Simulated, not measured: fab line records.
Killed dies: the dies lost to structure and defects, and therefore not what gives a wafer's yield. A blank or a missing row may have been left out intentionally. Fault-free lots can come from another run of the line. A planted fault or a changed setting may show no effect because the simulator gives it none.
fab line records	flow n5_finfet
record: lots: 7	wafers: 39
route steps=1938 shown BEOL_M13@1696 TV_OPEN@1890 PASSIVATION@1915
start_h: hours from the record's opening day to when the first of the lot's shown wafers began	wait_h: hours elapsed since this lot's preceding step	" repeats the value in the row above	L1.1+2: several wafers, shown together as one row	- no value, or no start was given	* or withheld: withheld	< > ~ a bound
route shown NAME@n: a module of which the file shows steps, and the number in the route of the first	usual: average and standard deviation across the fault-free wafers	same: alike in all rows	chamber/n: place in a boat	sites: each site's reading	_std_site: their standard deviation	_edge_site: inner sites' mean taken away from outer sites' mean	radius_mm: how far each site lies from the wafer's centre	mask NAME#n: copy n	behind: tool/chamber where the wafer was last shaped	hold: the reason the lot was held/the length of the hold in hours/how it ended	device: transistor that didn't switch, given as n, p or np	end of line: the same wafers' tests at the end of the route	for a step that has no rows: nothing shown but its recipe	killed: the dies lost at the first sort to structure and to defects; this is not the yield of the wafer	map: shows each die of a wafer: x if killed, . if not, _ if none is there
set.NAME: the setting that was run; set.NAME@STEP: the one run at that earlier step	model.NAME: the simulator's own value behind a step, which no gauge read
lots run with intentionally changed settings; tables by step, rows by wafer
== steps ==
step: N5_BEOL_M13_TRENCH_ETCH_34
recipe: chemistry: C4F8/O2/Ar	target: SiOC	target_depth_a: 4134.7	mask_material: SOC	pressure_mtorr: 30	source_w: 3000	bias_w: 700	Ar_flow_sccm: 400	C4F8_flow_sccm: 15	O2_flow_sccm: 8	he_inner_torr: 15	he_outer_torr: 30	time_s: 162.6	ion_energy_ev: 250
lot.wafer	tool	chamber	start_h	wait_h	set.target_depth_a	model.etch.depth_nm
L079.1	rie_diel-06	0	283.21	0.0	2483	245.7
L079.2	"	3	"	"	2483	243.7
L079.3	"	1	"	"	4134.7	426.2
L079.4	"	2	"	"	4134.7	410
L079.5	"	1	"	"	2483	255.8
L079.6	"	2	"	"	4134.7	408
L078.1	rie_diel-02	0	286.58	0.0	4134.7	416.9
L078.4	"	3	"	"	4134.7	414
L078.5	"	1	"	"	4134.7	416.2
L080.1	rie_diel-06	2	286.78	0.0	3262	323.3
L080.2	"	0	"	"	3262	322.5
L080.3	"	3	"	"	4134.7	403.6
L080.4	"	1	"	"	4134.7	425.8
L080.5	"	0	"	"	3262	324.3
L080.6	"	3	"	"	4134.7	405.6
L085.1	rie_diel-02	0	328.96	0.0	4134.7	419.5
L085.2	"	3	"	"	4134.7	412.7
L085.3	"	2	"	"	4134.7	425.1
L085.4	"	1	"	"	4134.7	420.6
L085.5	"	1	"	"	4134.7	419.2
L085.6	"	0	"	"	4134.7	420.4
L090.1	rie_diel-04	2	350.97	0.0	4134.7	414.1
L090.2	"	0	"	"	4134.7	411.4
L090.3	"	1	"	"	4134.7	410.6
L090.4	"	1	"	"	4134.7	411
L090.5	"	0	"	"	4134.7	408.8
L090.6	"	2	"	"	4134.7	414.6
L094.1	rie_diel-04	0	371.87	0.0	6172	610.7
L094.2	"	1	"	"	6172	615.3
L094.3	"	3	"	"	6172	639.3
L094.4	"	2	"	"	4134.7	416.6
L094.5	"	2	"	"	4134.7	414.5
L094.6	"	3	"	"	4134.7	425.2
L097.1	rie_diel-02	3	398.70	0.0	4134.7	422.8
L097.2	"	2	"	"	4134.7	431
L097.3	"	1	"	"	3024	307.3
L097.4	"	0	"	"	3024	306.2
L097.5	"	1	"	"	3024	308.8
L097.6	"	2	"	"	4134.7	430.1
step: N5_BEOL_M13_STRIP_70
recipe: chemistry: C4F8/O2/Ar	resist: SiARC	rf_frequency_hz: 6e+07
step: N5_BEOL_M13_OCD_MEAS_35
usual: trench_depth_nm: 415/7.9
lot.wafer	tool	chamber	start_h	wait_h	set.target_depth_a@BEOL_M13_TRENCH_ETCH_34	trench_depth_nm
L079.1	ocd-02	-	283.39	0.0	2483	246
L079.2	"	-	"	"	2483	244
L079.3	"	-	"	"	4134.7	427
L079.4	"	-	"	"	4134.7	410
L079.5	"	-	"	"	2483	256
L079.6	"	-	"	"	4134.7	408
L078.1	ocd-02	-	286.76	0.0	4134.7	417
L078.4	"	-	"	"	4134.7	414
L078.5	"	-	"	"	4134.7	416
L080.1	ocd-02	-	286.95	0.0	3262	323
L080.2	"	-	"	"	3262	323
L080.3	"	-	"	"	4134.7	404
L080.4	"	-	"	"	4134.7	426
L080.5	"	-	"	"	3262	325
L080.6	"	-	"	"	4134.7	406
L085.1	ocd-01	-	329.14	0.0	4134.7	419
L085.2	"	-	"	"	4134.7	413
L085.3	"	-	"	"	4134.7	425
L085.4	"	-	"	"	4134.7	421
L085.5	"	-	"	"	4134.7	419
L085.6	"	-	"	"	4134.7	420
L090.1	ocd-01	-	351.14	0.0	4134.7	414
L090.2	"	-	"	"	4134.7	411
L090.3	"	-	"	"	4134.7	410
L090.4	"	-	"	"	4134.7	411
L090.5	"	-	"	"	4134.7	409
L090.6	"	-	"	"	4134.7	415
L094.1	ocd-01	-	372.04	0.0	6172	610
L094.2	"	-	"	"	6172	615
L094.3	"	-	"	"	6172	639
L094.4	"	-	"	"	4134.7	417
L094.5	"	-	"	"	4134.7	415
L094.6	"	-	"	"	4134.7	425
L097.1	ocd-01	-	398.88	0.0	4134.7	423
L097.2	"	-	"	"	4134.7	431
L097.3	"	-	"	"	3024	307
L097.4	"	-	"	"	3024	306
L097.5	"	-	"	"	3024	309
L097.6	"	-	"	"	4134.7	430
step: N5_BEOL_M13_STRIP_37
recipe: chemistry: N2/H2	power_w: 1000	temp_c: 250	h2_frac: 0.65	overash_fraction: 0.3	pressure_mtorr: withheld	n2_flow_sccm: 1750	h2_flow_sccm: 3250
step: N5_BEOL_M13_ETCH_38
recipe: chemistry: CF4/N2	target: SiCN	target_depth_a: 675	taper_deg: 2	time_s: 71.9	ion_energy_ev: 150	mask_material: SiO2	pressure_mtorr: 40	source_w: 430	bias_w: 70	Ar_flow_sccm: 100	cf4_flow_sccm: 60	n2_flow_sccm: 60
step: N5_BEOL_M13_ECD_47
recipe: material: Cu	target_thk_a: 9360
step: N5_BEOL_M13_ANNEAL_48
recipe: temp_c: 225	time_s: 90	ambient: N2
step: N5_BEOL_M13_CMP_49
recipe: stop_on: SiOC	t_overpolish_s: 17.1	down_force_psi: 1	platen_rpm: 50	clearing_platen_down_force_psi: 1.5	clearing_platen_rpm: 50	post_cmp_clean: cu_alkaline	target_thk_nm: 420	clearing_platen_pad_velocity_m_s: 0.99484	pad_velocity_m_s: 0.99484
lot.wafer	tool	chamber	start_h	wait_h	set.target_depth_a@BEOL_M13_TRENCH_ETCH_34	model.Cu_of_BEOL_M13_ECD_47.thk_nm
L079.3	cmp-03	3	285.81	0.2	4134.7	430.8
L079.2	"	0	"	"	2483	247.6
L079.1	"	1	"	"	2483	251
L079.4	"	2	"	"	4134.7	415.8
L079.6	"	3	"	"	4134.7	414
L079.5	"	0	"	"	2483	259.8
L078.1+4	cmp-03	3,1	296.17	0.3	4134.7	419.2
L078.5	"	2	"	"	4134.7	421.2
L080.3	cmp-04	3	298.74	0.2	4134.7	408
L080.4	"	0	"	"	4134.7	431.2
L080.1	"	1	"	"	3262	327.8
L080.2	"	2	"	"	3262	331
L080.6	"	3	"	"	4134.7	411.2
L080.5	"	0	"	"	3262	330.4
L085.1+6	cmp-03	1,2	332.63	0.3	4134.7	425
L085.4	"	2	"	"	4134.7	425.2
L085.2	"	3	"	"	4134.7	416
L085.3	"	0	"	"	4134.7	427.2
L085.5	"	1	"	"	4134.7	424.8
L090.1	cmp-02	2	355.22	0.3	4134.7	418.8
L090.2	"	3	"	"	4134.7	416.8
L090.3+5	"	0,3	"	"	4134.7	414.8
L090.4	"	1	"	"	4134.7	417.4
L090.6	"	2	"	"	4134.7	419.4
L094.4	cmp-04	3	374.23	0.1	4134.7	420.2
L094.2	"	0	"	"	6172	619.6
L094.3	"	1	"	"	6172	643.6
L094.1	"	2	"	"	6172	616.2
L094.6	"	3	"	"	4134.7	429
L094.5	"	0	"	"	4134.7	418
L097.2	cmp-03	1	401.28	0.4	4134.7	436.6
L097.1	"	2	"	"	4134.7	427
L097.3	"	3	"	"	3024	310.8
L097.4	"	0	"	"	3024	309.6
L097.5	"	1	"	"	3024	314.4
L097.6	"	2	"	"	4134.7	435.2
step: N5_BEOL_M13_THK_MEAS_50
recipe: thk_meas_gauge: xrf	reads: Cu_of_BEOL_M13_ECD_47
usual: M13_THK: 418/8.5
lot.wafer	tool	chamber	start_h	wait_h	set.target_depth_a@BEOL_M13_TRENCH_ETCH_34	M13_THK[nm]
L079.1	film_metro-02	-	286.10	-	2483	251
L079.2	"	-	"	"	2483	248
L079.3	"	-	"	"	4134.7	431
L079.4	"	-	"	"	4134.7	417
L079.5	"	-	"	"	2483	261
L079.6	"	-	"	"	4134.7	413
L078.1	film_metro-01	-	296.42	-	4134.7	420
L078.4	"	-	"	"	4134.7	419
L078.5	"	-	"	"	4134.7	422
L080.1	film_metro-02	-	299.04	-	3262	328
L080.2	"	-	"	"	3262	333
L080.3	"	-	"	"	4134.7	411
L080.4	"	-	"	"	4134.7	435
L080.5	"	-	"	"	3262	333
L080.6	"	-	"	"	4134.7	414
L085.1	film_metro-02	-	332.92	-	4134.7	421
L085.2	"	-	"	"	4134.7	412
L085.3	"	-	"	"	4134.7	424
L085.4	"	-	"	"	4134.7	421
L085.5	"	-	"	"	4134.7	423
L085.6	"	-	"	"	4134.7	421
L090.1	film_metro-01	-	355.51	-	4134.7	411
L090.2	"	-	"	"	4134.7	410
L090.3	"	-	"	"	4134.7	408
L090.4	"	-	"	"	4134.7	411
L090.5	"	-	"	"	4134.7	408
L090.6	"	-	"	"	4134.7	412
L094.1	film_metro-02	-	374.52	-	6172	617
L094.2	"	-	"	"	6172	621
L094.3	"	-	"	"	6172	647
L094.4	"	-	"	"	4134.7	421
L094.5	"	-	"	"	4134.7	418
L094.6	"	-	"	"	4134.7	429
L097.1	film_metro-01	-	401.57	-	4134.7	426
L097.2	"	-	"	"	4134.7	438
L097.3	"	-	"	"	3024	311
L097.4	"	-	"	"	3024	309
L097.5	"	-	"	"	3024	314
L097.6	"	-	"	"	4134.7	433
step: N5_BEOL_M13_PRE_CLEAN_52
recipe: gas: NH3	time_s: 15	temp_c: withheld	rf_power_w: 300
step: N5_BEOL_M13_DEP_53
recipe: material: SiCN	target_thk_a: 500	temp_c: withheld	precursor: 3MS/NH3	pressure_torr: 3	rf_w: 675	time_s: 17.8
step: N5_BEOL_M13_RS_MEAS_54
recipe: thk_meas_gauge: four-point-probe	reads: Cu_of_BEOL_M13_ECD_47+Ta_of_BEOL_M13_SPUTTER_44+TaN_of_BEOL_M13_SPUTTER_43
usual: M13_RS: 0.0449/0.00088
lot.wafer	tool	chamber	start_h	wait_h	set.target_depth_a@BEOL_M13_TRENCH_ETCH_34	M13_RS[ohm/sq]
L079.1	film_metro-01	-	286.23	0.0	2483	0.0767
L079.2	"	-	"	"	2483	0.0781
L079.3	"	-	"	"	4134.7	0.0437
L079.4	"	-	"	"	4134.7	0.0454
L079.5	"	-	"	"	2483	0.0742
L079.6	"	-	"	"	4134.7	0.0457
L078.1	film_metro-02	-	296.55	0.0	4134.7	0.0449
L078.4	"	-	"	"	4134.7	0.0449
L078.5	"	-	"	"	4134.7	0.0448
L080.1	film_metro-01	-	299.17	0.0	3262	0.0581
L080.2	"	-	"	"	3262	0.0576
L080.3	"	-	"	"	4134.7	0.0463
L080.4	"	-	"	"	4134.7	0.0437
L080.5	"	-	"	"	3262	0.0577
L080.6	"	-	"	"	4134.7	0.0460
L085.1	film_metro-01	-	333.05	0.0	4134.7	0.0444
L085.2	"	-	"	"	4134.7	0.0454
L085.3	"	-	"	"	4134.7	0.0442
L085.4	"	-	"	"	4134.7	0.0444
L085.5	"	-	"	"	4134.7	0.0444
L085.6	"	-	"	"	4134.7	0.0444
L090.1	film_metro-02	-	355.64	0.0	4134.7	0.0449
L090.2	"	-	"	"	4134.7	0.0452
L090.3	"	-	"	"	4134.7	0.0454
L090.4	"	-	"	"	4134.7	0.0451
L090.5	"	-	"	"	4134.7	0.0454
L090.6	"	-	"	"	4134.7	0.0449
L094.1	film_metro-01	-	374.65	0.0	6172	0.0303
L094.2	"	-	"	"	6172	0.0301
L094.3	"	-	"	"	6172	0.0290
L094.4	"	-	"	"	4134.7	0.0450
L094.5	"	-	"	"	4134.7	0.0452
L094.6	"	-	"	"	4134.7	0.0441
L097.1	film_metro-02	-	401.70	0.0	4134.7	0.0441
L097.2	"	-	"	"	4134.7	0.0431
L097.3	"	-	"	"	3024	0.0613
L097.4	"	-	"	"	3024	0.0616
L097.5	"	-	"	"	3024	0.0605
L097.6	"	-	"	"	4134.7	0.0432
step: N5_PASSIVATION_ETCH_15
recipe: chemistry: CF4/N2	target: SiCN	target_depth_a: 750	taper_deg: 2	time_s: 81.2	ion_energy_ev: 150	mask_material: SiNx	pressure_mtorr: 40	source_w: 430	bias_w: 70	Ar_flow_sccm: 100	cf4_flow_sccm: 60	n2_flow_sccm: 60
lot.wafer	tool	chamber	start_h	wait_h	set.target_depth_a	model.etch.depth_nm
L079.1	rie_diel-04	2	-	-	750	64.67
L079.2	"	3	"	"	1124	95.15
L079.3	"	0	"	"	750	64.5
L079.4	"	1	"	"	1124	95.3
L079.5	"	0	"	"	1124	96.85
L079.6	"	1	"	"	750	64.08
L078.1	rie_diel-06	1	-	-	750	63.99
L078.4	"	0	"	"	750	64.41
L078.5	"	3	"	"	750	67.01
L080.1	rie_diel-04	1	-	-	492.5	42.23
L080.2	"	2	"	"	750	64.61
L080.3	"	0	"	"	492.5	43.13
L080.4	"	3	"	"	492.5	41.86
L080.5	"	1	"	"	750	64.49
L080.6	"	2	"	"	750	64.72
L085.1	rie_diel-02	1	-	-	1170	105.2
L085.2	"	2	"	"	1170	102
L085.3	"	3	"	"	750	66.65
L085.4	"	0	"	"	1170	102.3
L085.5	"	2	"	"	750	65.68
L085.6	"	1	"	"	750	67.53
L090.1	rie_diel-06	2	-	-	750	62.44
L090.2	"	3	"	"	750	65.47
L090.3	"	0	"	"	750	63.15
L090.4	"	2	"	"	750	61.63
L090.5	"	3	"	"	750	65.46
L090.6	"	0	"	"	750	63.63
L094.1	rie_diel-02	2	-	-	750	65.8
L094.2	"	1	"	"	1121	101
L094.3	"	0	"	"	750	65.83
L094.4	"	3	"	"	1121	100.1
L094.5	"	3	"	"	750	66.69
L094.6	"	0	"	"	1121	98.54
L097.1	rie_diel-06	2	-	-	750	62.07
L097.2	"	1	"	"	750	62.42
L097.3	"	3	"	"	750	64.94
L097.4	"	0	"	"	750	63.57
L097.5	"	2	"	"	750	62.13
L097.6	"	3	"	"	750	65.54
step: N5_PASSIVATION_PECVD_53
recipe: material: SiO2	target_thk_a: 8000	temp_c: 400	precursor: TEOS/O2	pressure_torr: 6.5	rf_w: withheld	teos_flow_sccm: withheld	gas: O2	flow_sccm: 2650	time_s: 169.4
lot.wafer	tool	chamber	start_h	wait_h	set.time_s	model.SiO2_of_PASSIVATION_PECVD_53.thk_nm
L079.1	pecvd-02	0	315.82	0.0	169.4	802.2
L079.2	"	2	"	"	127.8	598.8
L079.3	"	1	"	"	127.8	587.6
L079.4	"	2	"	"	169.4	807.4
L079.5	"	1	"	"	169.4	782.4
L079.6	"	0	"	"	127.8	611.4
L078.1	pecvd-01	2	318.21	0.0	169.4	798.2
L078.4	"	1	"	"	169.4	807.2
L078.5	"	1	"	"	169.4	805
L080.1	pecvd-01	1	320.33	0.0	169.4	800.6
L080.2	"	2	"	"	241.3	1133
L080.3	"	2	"	"	169.4	803.2
L080.4	"	1	"	"	241.3	1151
L080.5	"	2	"	"	241.3	1139
L080.6	"	1	"	"	169.4	799.8
L085.1	pecvd-04	2	357.16	0.0	107	509.8
L085.2	"	0	"	"	107	493.8
L085.3	"	1	"	"	169.4	796.2
L085.4	"	2	"	"	169.4	809
L085.5	"	0	"	"	169.4	794.6
L085.6	"	1	"	"	107	503.2
L090.1	pecvd-02	2	375.67	0.1	169.4	791.4
L090.2	"	0	"	"	169.4	807.8
L090.3	"	1	"	"	169.4	781.8
L090.4	"	1	"	"	169.4	792.8
L090.5	"	0	"	"	169.4	820
L090.6	"	2	"	"	169.4	794.8
L094.1	pecvd-01	1	398.08	0.0	169.4	790
L094.2	"	2	"	"	269.2	1264
L094.3	"	0	"	"	269.2	1256
L094.4	"	1	"	"	269.2	1284
L094.5	"	2	"	"	169.4	806.8
L094.6	"	0	"	"	169.4	814.8
L097.1	pecvd-02	2	433.93	0.0	169.4	796.2
L097.2	"	1	"	"	169.4	786
L097.3	"	0	"	"	169.4	812.4
L097.4	"	2	"	"	169.4	805.2
L097.5	"	0	"	"	169.4	825.2
L097.6	"	1	"	"	169.4	785.2
== key ==
split: step: N5_BEOL_M13_TRENCH_ETCH_34	setting: target_depth_a	stated: 4134.7	by: wafer
response: step: N5_BEOL_M13_TRENCH_ETCH_34	reading: model.etch.depth_nm	change: +4.19	per: 1%	r: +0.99
response: step: N5_BEOL_M13_OCD_MEAS_35	reading: trench_depth_nm	change: +4.19	per: 1%	r: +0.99
response: step: N5_BEOL_M13_CMP_49	reading: model.Cu_of_BEOL_M13_ECD_47.thk_nm	change: +4.21	per: 1%	r: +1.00
response: step: N5_BEOL_M13_THK_MEAS_50	reading: M13_THK	change: +4.23	per: 1%	r: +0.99
response: step: N5_BEOL_M13_RS_MEAS_54	reading: M13_RS	change: -0.000526	per: 1%	r: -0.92
split: step: N5_PASSIVATION_ETCH_15	setting: target_depth_a	stated: 750	by: wafer
response: step: N5_PASSIVATION_ETCH_15	reading: model.etch.depth_nm	change: +0.653	per: 1%	r: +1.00
split: step: N5_PASSIVATION_PECVD_53	setting: time_s	stated: 169.4	by: wafer
response: step: N5_PASSIVATION_PECVD_53	reading: model.SiO2_of_PASSIVATION_PECVD_53.thk_nm	change: +7.96	per: 1%	r: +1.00
